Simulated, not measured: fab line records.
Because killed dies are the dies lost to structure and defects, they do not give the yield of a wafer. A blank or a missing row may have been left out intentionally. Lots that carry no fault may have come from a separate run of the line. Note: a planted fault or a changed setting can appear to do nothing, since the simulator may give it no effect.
Struck lot and sound lot, side by side	flow n5-finfet	15 steps out of a route of 1938
Sound: these wafers, L403.2, L403.4, L403.5. Struck: wafer L416.5. (L416.3, L416.4 of the same lot were not struck and are left out.) The cause comes at the end.
Per side, at each step with rows, come the tool, then ch with its chambers, and then its first start. Under that, the readings that differ: sound wafers	struck wafers	difference of the means	sigmas: that difference in standard deviations of wafers without a fault.
alike: a reading whose means differ by less than 2 such deviations, as well as words and numbers matching on both sides. not compared: withheld readings; readings where some wafer has no value; bounds like >300 that might hide an equal value; numbers whose values overlap and for which the record gives no deviation.
The two part at a step that has a row with sigmas, a row that says differs or no value, or rows on one side only. Numbers that have no deviation but don't overlap get no sigmas and don't part them. Lack of a reading on every wafer of one side parts them only where that side has two or more wafers.

N5_BEOL_M1_ANNEAL_87: time 240 s.
  sound: pvd-sputter-01 at day 6 17:51; struck: pvd-sputter-02 at day 10 00:40
reading	sound	struck	difference	sigmas
heater-power-w (W)	864 820 694	956	+163	+2
then, 1 step without rows for these wafers: N5_BEOL_M1_SPUTTER_88 (material Cu, target thk 4.5 nm, time 8.29 s).
N5_BEOL_M1_ANNEAL_89: time 240 s.
  sound: pvd-sputter-01 at day 6 18:04; struck: pvd-sputter-02 at day 10 00:53
reading	sound	struck	difference	sigmas
heater-power-w (W)	842 828 700	964	+174	+2
N5_BEOL_M1_SPUTTER_90: material Cu, target thk 4.5 nm, time 8.29 s.
  sound: pvd-sputter-01 at day 6 18:13; struck: pvd-sputter-02 at day 10 01:01
  alike: throttle-valve-pct
then, 3 steps without rows for these wafers: N5_BEOL_M1_ANNEAL_91 (time 240 s); N5_BEOL_M1_SPUTTER_92 (material Cu, target thk 4.5 nm, time 8.29 s); N5_BEOL_M1_ANNEAL_93 (time 240 s).
N5_BEOL_M1_SPUTTER_94: material Cu, target thk 4.5 nm, time 8.29 s.
  sound: pvd-sputter-01 at day 6 18:39; struck: pvd-sputter-02 at day 10 01:28
  alike: throttle-valve-pct
N5_BEOL_M1_ANNEAL_95: time 240 s.
  sound: pvd-sputter-01 at day 6 18:44; struck: pvd-sputter-02 at day 10 01:32
  alike: heater-power-w
then, 3 steps without rows for these wafers: N5_BEOL_M1_SPUTTER_96 (material Cu, target thk 4.5 nm, time 8.29 s); N5_BEOL_M1_ECD_50 (material Cu, target thk 300 nm); N5_BEOL_M1_ANNEAL_51 (time 90 s).
N5_BEOL_M1_CMP_52: polishes, stops on SiOC, t overpolish 6.8 s, target thk 40 nm.
  sound on cmp-03 ch 1,2,3, day 6 19:22; struck on cmp-03 ch 2, day 10 02:13
reading	sound	struck	difference	sigmas
barrier-field-endpoint-s (s)	25.4 25.3 24.9	28.2	+3.0	+5
head-pressure-psi (psi)	0.9997 0.9982 1.0003	0.9055	-0.0939	-45
  alike: edge-zone-pressure-frac, motor-current-A, overpolish-run-s, time-to-endpoint-s
N5_BEOL_M4_RC_MEAS_101:
  sound on prober-02 ch 0, day 8 02:25; struck on prober-02 ch 0, day 11 06:25
  alike: DIBL_N, DIBL_P, IOFF_N, IOFF_P, ION_N, ION_P, SS_N, SS_P, VT_N, VT_P
-- here the record skips 4 days between the struck wafers' starts before and after, leaving off in module BEOL_M4 and picking up in module PASSIVATION (first step shown: number 1936 of the route) --
N5_PASSIVATION_PROBE_49:
  sound: prober-02 at day 12 13:46; struck: prober-01 at day 15 06:56
reading	sound	struck	difference	sigmas
killed-at-contacts	14 7 11	25	+14	+2
  alike: defect-limited-yield, killed_at_M0_to_M3, killed_at_M4_up, killed-at-front-end, killed-at-other, killed-dies, killed-open, killed-short, sort_bin_4_leakage, sort_bin_5_function, sort_bin_6_memory, sort-n-pass, sort-yield-pct

== WHERE THEY PART ==
Earliest at N5_BEOL_M1_ANNEAL_87; latest, in this record, at N5_PASSIVATION_PROBE_49.

WHY: what had been put in by the simulator
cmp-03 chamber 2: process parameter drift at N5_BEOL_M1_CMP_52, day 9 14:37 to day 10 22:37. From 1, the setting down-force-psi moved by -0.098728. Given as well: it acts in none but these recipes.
